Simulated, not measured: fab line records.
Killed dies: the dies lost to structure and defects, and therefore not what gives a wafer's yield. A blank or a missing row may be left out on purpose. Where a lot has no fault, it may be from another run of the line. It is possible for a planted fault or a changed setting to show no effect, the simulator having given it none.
fab line records	flow nandHarc
record lots=5	wafers=15	lastDay=32
route steps=1302 shown A_STAIRCASE@643 END@1302
lots with no fault: from the same line, run without faults
startH: hours from the record's first day to the start of the lot's first wafer shown	waitH: how many hours have passed since the lot's step before this one	" as in the row above	L1.1+2: several wafers, shown together as one row	- no value, or no start was given	* or withheld: withheld	< > ~ a bound
route shown NAME@n: names a module that has steps shown in the file, with the first one's number in the route	usual: mean and standard deviation over wafers with no fault	same: alike in all rows	chamber/n: place in a boat	sites: readings site by site	_std_site: standard deviation of those values	_edge_site: outer sites' mean less inner sites'	radiusMm: for every site, how far away it sits from the centre of the wafer	mask NAME#n: copy n	behind: the tool/chamber that last shaped the wafer	hold: why the lot went on hold/how many hours it stayed there/how the hold came to an end	device: the transistor (n, p or np) that didn't switch	end of line: tests run on the same wafers once the route is complete	for a step that has no rows: nothing shown but its recipe	killed: dies lost to structure and defects at the first sort, not the wafer's yield	map: a wafer's dies, x killed, . not, _ none there
set.NAME: the setting that was run; set.NAME@STEP: the one run at that earlier step	model.NAME: the simulator's own value behind a step, which no gauge read
a table for each step, a row for each wafer; lots at some steps of the route
services: from which hour (startH, from the record's first day; less than 0 if before it) a tool's chamber was out of use, for how many hours, and why
## steps
# step NHARC_A_STAIRCASE_SOFTBAKE_161
# recipe tempC=135	timeS=170
# step NHARC_A_STAIRCASE_EBR_162
# step NHARC_A_STAIRCASE_EXPOSE_163
# recipe na=0.5	doseMj=20.01	maskId=STAIR_OPEN
# step NHARC_A_STAIRCASE_PEB_164
# recipe pebTempC=115	pebTimeS=130
# step NHARC_A_STAIRCASE_DEVELOP_165
# recipe timeS=140
# step NHARC_A_STAIRCASE_HARDBAKE_167
# recipe tempC=120	timeS=140
# step NHARC_A_STAIRCASE_DESCUM_168
# recipe timeS=3	o2FlowSccm=200	arFlowSccm=0	biasPowerW=0	chemistry=O2
# step NHARC_A_STAIRCASE_ETCH_169
# recipe targetDepthA=500	timeS=107.1	ionEnergyEv=120	ch3fFlowSccm=50	o2FlowSccm=30	arFlowSccm=200	rfW=500	biasW=100	chemistry=CH3F/O2
# step NHARC_A_STAIRCASE_ETCH_170
# recipe targetDepthA=2000	timeS=66.667	ionEnergyEv=250	c4f6FlowSccm=25	o2FlowSccm=20	arFlowSccm=500	rfW=600	biasW=500	chemistry=C4F6/O2
# step NHARC_A_STAIRCASE_STRIP_171
# recipe powerW=1500	tempC=250	chemistry=O2
# step NHARC_A_STAIRCASE_STRIP_172
# recipe timeS=900	tempC=130	chemistry=SPM
# step NHARC_A_STAIRCASE_PRECLEAN_173
# recipe timeS=*	tempC=50	bathAgeMin=0	chemistry=SC1
# usual tempC=50.00/0.12
lot.wafer	tool	chamber	startH	waitH	tempC
L249.4	wetBench-04	3	357.44	-	50.09
L249.1	"	5	"	"	50.00
L249.6	"	6	"	"	49.94
L255.5	wetBench-04	7	429.50	-	50.00
L255.6	"	0	"	"	50.15
L255.4	"	1	"	"	50.03
L259.4	wetBench-02	7	459.87	-	50.03
L259.5	"	2	"	"	49.84
L259.2	"	3	"	"	50.03
L260.3	wetBench-04	4	460.05	-	49.88
L260.6	"	5	"	"	49.91
L260.4	"	7	"	"	49.91
L265.1	wetBench-04	3	526.73	-	49.99
L265.6	"	7	"	"	50.06
L265.3	"	0	"	"	49.90
# step NHARC_A_STAIRCASE_SRD_174
# step NHARC_A_STAIRCASE_DEHYDRATE_01
# recipe tempC=150	timeS=120
# step NHARC_A_STAIRCASE_HMDS_02
# recipe timeS=30
# step NHARC_A_STAIRCASE_COAT_03
# recipe spinRpm=1200
# step NHARC_A_STAIRCASE_SOFTBAKE_04
# recipe tempC=135	timeS=170
# step NHARC_A_STAIRCASE_EBR_05
# step NHARC_A_STAIRCASE_EXPOSE_06
# recipe na=0.5	doseMj=25.43	maskId=STAIR
# step NHARC_A_STAIRCASE_PEB_07
# recipe pebTempC=115	pebTimeS=130
# step NHARC_A_STAIRCASE_DEVELOP_08
# recipe timeS=140
# step NHARC_A_STAIRCASE_HARDBAKE_10
# recipe tempC=120	timeS=140
# step NHARC_A_STAIRCASE_DESCUM_11
# recipe timeS=3	o2FlowSccm=200	arFlowSccm=0	biasPowerW=0	chemistry=O2
# step NHARC_A_STAIRCASE_TRIM_12
# recipe timeS=211.2	o2FlowSccm=500	arFlowSccm=0	biasW=0	chemistry=O2
# step NHARC_A_STAIRCASE_ETCH_13
# recipe targetDepthA=1000	timeS=40.5	ionEnergyEv=400	c4f8FlowSccm=20	o2FlowSccm=10	arFlowSccm=withheld	rfW=600	biasW=1000	chemistry=C4F8/O2
# step NHARC_A_STAIRCASE_TRIM_14
# recipe timeS=211.2	o2FlowSccm=500	arFlowSccm=0	biasW=0	chemistry=O2
# usual drypumpMotorCurrentA=5.8/0.51	mfcArSccm=0.010/0.012	oesProductAu=1.000/0.0078	rfVppV=57.5/0.87	showerheadPlenumPTorr=3.44/0.073	throttleValvePct=17.037/0.0092
lot.wafer	tool	chamber	startH	waitH	drypumpMotorCurrentA	mfcArSccm	oesProductAu	rfHoursCounterH	rfVppV	showerheadPlenumPTorr	throttleValvePct
L249.4	rieDiel-08	0	-	-	5.3	0	0.998	51	57.2	3.53	17.043
L249.1	"	1	"	"	4.8	0.026	0.991	53	57.5	3.48	17.039
L249.6	"	0	"	"	5.3	0	0.998	-	57.8	3.53	17.020
L255.4	rieDiel-08	2	-	-	5.9	0	0.997	14	57.9	3.49	17.030
L255.5	"	0	"	"	5.3	0	1.001	-	57.7	3.52	17.039
L255.6	"	1	"	"	4.8	0.026	1.013	-	58.3	3.47	17.028
L259.4	rieDiel-04	0	-	-	6.5	0.025	0.995	29	58.7	3.53	17.038
L259.2	"	2	"	"	6.7	0.031	1.008	28	56.7	3.35	17.028
L259.5	"	0	"	"	6.5	0.025	1.010	-	57.2	3.53	17.062
L260.4	rieDiel-08	0	-	-	5.3	0	0.998	30	56.9	3.51	17.030
L260.3	"	1	"	"	4.8	0.026	1.006	33	57.7	3.46	17.037
L260.6	"	2	"	"	6.0	0	0.999	-	58.4	3.48	17.024
L265.3	rieDiel-08	1	-	-	4.8	0.026	0.995	55	57.5	3.45	17.021
L265.1	"	0	"	"	5.3	0	0.996	52	58.2	3.50	17.042
L265.6	"	2	"	"	5.9	0	0.994	-	57.7	3.47	17.023
# step NHARC_A_STAIRCASE_ETCH_15
# recipe targetDepthA=1000	timeS=40.5	ionEnergyEv=400	c4f8FlowSccm=20	o2FlowSccm=10	arFlowSccm=withheld	rfW=600	biasW=1000	chemistry=C4F8/O2
# step NHARC_A_STAIRCASE_TRIM_16
# recipe timeS=211.2	o2FlowSccm=500	arFlowSccm=0	biasW=0	chemistry=O2
# step NHARC_A_STAIRCASE_ETCH_17
# recipe targetDepthA=1000	timeS=40.5	ionEnergyEv=400	c4f8FlowSccm=20	o2FlowSccm=10	arFlowSccm=withheld	rfW=600	biasW=1000	chemistry=C4F8/O2
# step NHARC_A_STAIRCASE_TRIM_18
# recipe timeS=211.2	o2FlowSccm=500	arFlowSccm=0	biasW=0	chemistry=O2
# usual drypumpMotorCurrentA=5.9/0.49	mfcArSccm=0.010/0.012	oesProductAu=1.001/0.0083	rfVppV=57.6/0.87	showerheadPlenumPTorr=3.43/0.074	throttleValvePct=17.037/0.008
lot.wafer	tool	chamber	startH	waitH	drypumpMotorCurrentA	mfcArSccm	oesProductAu	rfHoursCounterH	rfVppV	showerheadPlenumPTorr	throttleValvePct
L249.4	rieDiel-08	2	-	-	5.9	0	0.995	56	58.6	3.50	17.042
L249.1	"	0	"	"	5.3	0	1.007	51	57.9	3.53	17.033
L249.6	"	2	"	"	5.9	0	0.983	-	57.3	3.50	17.031
L255.4	rieDiel-08	1	-	-	4.8	0.026	1.003	20	57.2	3.47	17.049
L255.6	"	2	"	"	5.9	0	1.008	-	57.4	3.49	17.041
L255.5	"	3	"	"	6.1	0.022	1.010	-	58.2	3.33	17.039
L260.4	rieDiel-08	2	-	-	5.9	0	0.999	29	57.4	3.48	17.036
L260.3	"	3	"	"	6.1	0.022	1.014	27	58.1	3.33	17.033
L260.6	"	2	"	"	5.9	0	0.993	-	57.2	3.48	17.035
L259.4	rieDiel-04	1	-	-	5.8	0	0.996	31	57.1	3.49	17.045
L259.2	"	2	"	"	6.6	0.031	1.019	28	57.7	3.35	17.043
L259.5	"	3	"	"	5.6	0.007	0.997	-	57.8	3.34	17.029
L265.1	rieDiel-08	2	-	-	5.9	0	1.006	50	57.6	3.47	17.037
L265.3	"	1	"	"	4.8	0.026	0.998	55	55.5	3.45	17.037
L265.6	"	3	"	"	6.2	0.022	1.018	-	58.0	3.32	17.048
# step NHARC_A_STAIRCASE_ETCH_19
# recipe targetDepthA=1000	timeS=40.5	ionEnergyEv=400	c4f8FlowSccm=20	o2FlowSccm=10	arFlowSccm=withheld	rfW=600	biasW=1000	chemistry=C4F8/O2
# usual oesProductAu=0.942/0.0097	rfVppV=892.7/2.7
lot.wafer	tool	chamber	startH	waitH	oesProductAu	rfHoursCounterH	rfVppV
L249.4	rieDiel-08	3	-	-	0.926	58	890.7
L249.1	"	1	"	"	0.940	53	893.9
L249.6	"	3	"	"	0.932	-	887.3
L255.4	rieDiel-08	3	-	-	0.948	13	888.3
L255.6	"	1	"	"	0.950	-	894.0
L255.5	"	2	"	"	0.941	-	894.2
L260.4	rieDiel-08	1	-	-	0.930	33	892.7
L260.3	"	3	"	"	0.955	27	889.4
L260.6	"	0	"	"	0.950	-	895.1
L259.4	rieDiel-04	2	-	-	0.964	28	889.0
L259.2	"	1	"	"	0.961	31	893.5
L259.5	"	3	"	"	0.937	-	889.1
L265.1	rieDiel-08	2	-	-	0.942	50	894.6
L265.3	"	3	"	"	0.950	47	889.1
L265.6	"	1	"	"	0.947	-	893.1
# step NHARC_A_STAIRCASE_TRIM_20
# recipe timeS=211.2	o2FlowSccm=500	arFlowSccm=0	biasW=0	chemistry=O2
# step NHARC_A_STAIRCASE_ETCH_21
# recipe targetDepthA=1000	timeS=40.5	ionEnergyEv=400	c4f8FlowSccm=20	o2FlowSccm=10	arFlowSccm=withheld	rfW=600	biasW=1000	chemistry=C4F8/O2
# step NHARC_A_STAIRCASE_TRIM_22
# recipe timeS=211.2	o2FlowSccm=500	arFlowSccm=0	biasW=0	chemistry=O2
# step NHARC_A_STAIRCASE_ETCH_23
# recipe targetDepthA=1000	timeS=40.5	ionEnergyEv=400	c4f8FlowSccm=20	o2FlowSccm=10	arFlowSccm=withheld	rfW=600	biasW=1000	chemistry=C4F8/O2
# step NHARC_A_STAIRCASE_TRIM_24
# recipe timeS=211.2	o2FlowSccm=500	arFlowSccm=0	biasW=0	chemistry=O2
# usual drypumpMotorCurrentA=5.8/0.53	mfcArSccm=0.010/0.012	oesProductAu=1.001/0.0092	rfVppV=57.5/0.76	showerheadPlenumPTorr=3.44/0.072	throttleValvePct=17.035/0.0099
lot.wafer	tool	chamber	startH	waitH	drypumpMotorCurrentA	mfcArSccm	oesProductAu	rfHoursCounterH	rfVppV	showerheadPlenumPTorr	throttleValvePct
L249.4	rieDiel-08	1	-	-	4.8	0.026	0.993	54	57.7	3.48	17.040
L249.1	"	3	"	"	6.2	0.022	0.994	60	57.6	3.34	17.021
L249.6	"	2	"	"	5.9	0	1.000	-	57.1	3.50	17.051
L255.4	rieDiel-08	2	-	-	6.0	0	1.000	15	58.1	3.49	17.052
L255.5	"	2	"	"	5.9	0	1.004	-	58.1	3.49	17.048
L255.6	"	3	"	"	6.2	0.022	1.004	-	57.3	3.33	17.028
L260.4	rieDiel-08	3	-	-	6.2	0.022	1.019	27	57.8	3.33	17.041
L260.3	"	2	"	"	5.9	0	0.999	30	56.7	3.48	17.049
L260.6	"	3	"	"	6.2	0.022	1.024	-	57.7	3.33	17.032
L259.4	rieDiel-04	3	-	-	5.6	0.007	0.994	26	56.3	3.34	17.038
L259.2	"	2	"	"	6.7	0.031	1.011	28	56.2	3.35	17.021
L259.5	"	0	"	"	6.5	0.025	1.008	-	58.3	3.53	17.029
L265.3	rieDiel-08	0	-	-	5.3	0	1.004	52	57.2	3.50	17.024
L265.1	"	1	"	"	4.8	0.026	0.986	55	57.3	3.45	17.031
L265.6	"	0	"	"	5.3	0	1.003	-	57.5	3.50	17.036
# step NHARC_A_STAIRCASE_ETCH_25
# recipe targetDepthA=1000	timeS=40.5	ionEnergyEv=400	c4f8FlowSccm=20	o2FlowSccm=10	arFlowSccm=withheld	rfW=600	biasW=1000	chemistry=C4F8/O2
# usual oesProductAu=0.944/0.011	rfVppV=892.9/2.9
lot.wafer	tool	chamber	startH	waitH	oesProductAu	rfHoursCounterH	rfVppV
L249.4	rieDiel-08	1	-	-	0.925	54	893.9
L249.1	"	3	"	"	0.931	60	889.0
L249.6	"	1	"	"	0.925	-	893.9
L255.4	rieDiel-08	1	-	-	0.934	20	894.0
L255.6	"	3	"	"	0.963	-	889.1
L255.5	"	0	"	"	0.940	-	896.2
L260.4	rieDiel-08	1	-	-	0.957	33	892.1
L260.3	"	2	"	"	0.952	30	894.0
L260.6	"	1	"	"	0.956	-	894.1
L259.4	rieDiel-04	0	-	-	0.939	29	896.2
L259.2	"	3	"	"	0.941	26	890.1
L259.5	"	0	"	"	0.940	-	896.2
L265.3	rieDiel-08	0	-	-	0.938	52	895.7
L265.1	"	1	"	"	0.933	56	894.4
L265.6	"	0	"	"	0.935	-	895.1
# step NHARC_A_STAIRCASE_TRIM_26
# recipe timeS=211.2	o2FlowSccm=500	arFlowSccm=0	biasW=0	chemistry=O2
# step NHARC_A_STAIRCASE_ETCH_27
# recipe targetDepthA=1000	timeS=40.5	ionEnergyEv=400	c4f8FlowSccm=20	o2FlowSccm=10	arFlowSccm=withheld	rfW=600	biasW=1000	chemistry=C4F8/O2
# step NHARC_END_SORT_01
# recipe tempC=25
# usual killedAtArray=53/19	killedAtOther=0.8/1.2	killedAtPeriphery=3.7/2.3	killedDies=57/19	killedOpen=3.2/1.7	killedShort=2.6/1.8
# same grossDies=677
lot.wafer	tool	chamber	startH	waitH	killedAtArray	killedAtOther	killedAtPeriphery	killedDies	killedOpen	killedShort
L265.1	prober-02	0	766.25	2.5	158	0	1	159	4	5
L265.3	prober-02	0	767.89	3.1	152	1	4	157	2	5
L265.6	prober-02	0	770.34	4.1	134	0	1	135	3	2
# killed by level:class
L265.1 A_STAIRCASE:unspecified=103 A_CHANNEL_HOLE_D1:chamberFilmFlake=31 A_SLIT:chamberFilmFlake=6 A_STAIRCASE:chamberFilmFlake=4 A_CONTACT:chamberFilmFlake=4 A_WL_FILL:geometricParticle:short=2 P_CONTACT:geometricParticle:open=1 A_SOURCE_PLATE:geometricParticle:short=1
L265.3 A_STAIRCASE:unspecified=90 A_CHANNEL_HOLE_D1:chamberFilmFlake=40 A_CONTACT:chamberFilmFlake=6 A_WL_FILL:chamberFilmFlake=5 A_SLIT:chamberFilmFlake=3 A_CHANNEL_HOLE_D1:geometricParticle:short=2 P_GATE:chamberFilmFlake=2 A_STAIRCASE:chamberFilmFlake=2
L265.6 A_STAIRCASE:unspecified=85 A_CHANNEL_HOLE_D1:chamberFilmFlake=32 A_SLIT:chamberFilmFlake=5 A_CONTACT:chamberFilmFlake=5 A_STAIRCASE:chamberFilmFlake=2 A_ONON_D1:geometricParticle:short=1 A_ONON_D2:geometricParticle:open=1 A_SGD_CUT:geometricParticle:short=1
# map L265.1 (x killed, . not)
____________.____________
_________......._________
_______.....x....._______
______.............______
_____..............._____
____................x____
____..x..............____
___...................___
___...x...............___
__..................x..__
__.....................__
_..x...................._
_......................._
_......................._
_......................._
_x..........x..........x_
........x.xxxxx........x.
.........xxxxxxxx...x.x..
.........xxxxxxxx...x.x.x
x........xxxxxxxx.xxxxx.x
..........xxxxxxx..x.xxx.
_.......xxxxxxxxxxxx.xxx_
_..x....x.xxxxxxxx.xxxxx_
_........xxxxxxxxxxxxxxx_
_x.......xxxxxxxxx...xxx_
_xx......x.xxxxxxx..xxxx_
__.......xxxxxxxx......__
__........xxxx.x.......__
___..x..x...xxxx......___
___.........x.x.......___
____........x........____
____.................____
_____..............._____
______............x______
_______..........._______
_________x......_________
____________.____________
# map L260.4 (x killed, . not)
____________.____________
_________......._________
_______..........._______
______......x......______
_____..............._____
____.................____
____.................____
___.....x...x.........___
___.......x...........___
__.....................__
__.................x...__
_......................._
_..........x............_
_x......................_
_......................._
_......................._
....x....................
....................x.x..
..................x.xxx..
...............x....x.xx.
.x............xx.....xx..
_xx...x..............xxx_
_xxx..x............x.xx._
_xxxxx.............xxxxx_
_xxxxxx....x.........xxx_
_xxxxx....x...x.......x._
__xxxxx............xxx.__
__x.xxx.............xx.__
___.x.x..............x___
___.x.........x.......___
____x................____
____.................____
_____..x............_____
______.............______
_______..........._______
_________......._________
____________.____________
## services
tool	chamber	startH	hours	kind
rieDiel-08	0	348.35	-	clean
rieDiel-08	1	348.35	-	clean
rieDiel-08	2	348.35	-	clean
rieDiel-08	3	348.35	-	clean
rieDiel-04	-	354.90	9.0	pm
rieDiel-08	-	368.68	9.0	pm
rieDiel-08	0	368.68	9.0	ventCycle
rieDiel-08	1	368.68	9.0	ventCycle
rieDiel-08	2	368.68	9.0	ventCycle
rieDiel-08	3	368.68	9.0	ventCycle
rieDiel-08	0	377.68	-	clean
rieDiel-08	0	377.68	-	consumableReplace:focusRing
rieDiel-08	1	377.68	-	clean
rieDiel-08	2	377.68	-	clean
rieDiel-08	3	377.68	-	clean
rieDiel-08	0	402.95	-	clean
rieDiel-08	1	402.95	-	clean
rieDiel-08	2	402.95	-	clean
rieDiel-08	3	402.95	-	clean
wetBench-04	-	403.20	8.0	pm
wetBench-02	-	420.00	8.0	pm
rieDiel-08	0	427.50	-	clean
rieDiel-08	1	427.50	-	clean
rieDiel-04	0	529.96	2.8	repair
## key
firstSign step=NHARC_END_SORT_01	reading=killedAtArray	direction=up	sigmas=4.9	usual=53	struck=148
effect step=NHARC_END_SORT_01	reading=killedDies	direction=up	sigmas=4.9	usual=57	struck=150
moreKillsBornAt NHARC_A_STAIRCASE_PRECLEAN_173@wetBench-04=278
metAt NHARC_A_STAIRCASE_PRECLEAN_173
struckWafers L265.1,L265.3,L265.6
testerLeftOut L265
onsetBetween 460.05 526.73
alsoFits time
fault kind=chamberParticleSource	tool=wetBench-04	chamber=-	onsetH=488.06	steps=NHARC_A_STAIRCASE_PRECLEAN_173	ratePerVisitCm2=1.2532	endH=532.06
# testerLeftOut: of these lots the tester's yield and bins aren't shown, on N5 and GAA mostly nor the transistor test; their killed dies are dies lost to structure and defects alone, not to doping, threshold or leakage, so they don't give the yield
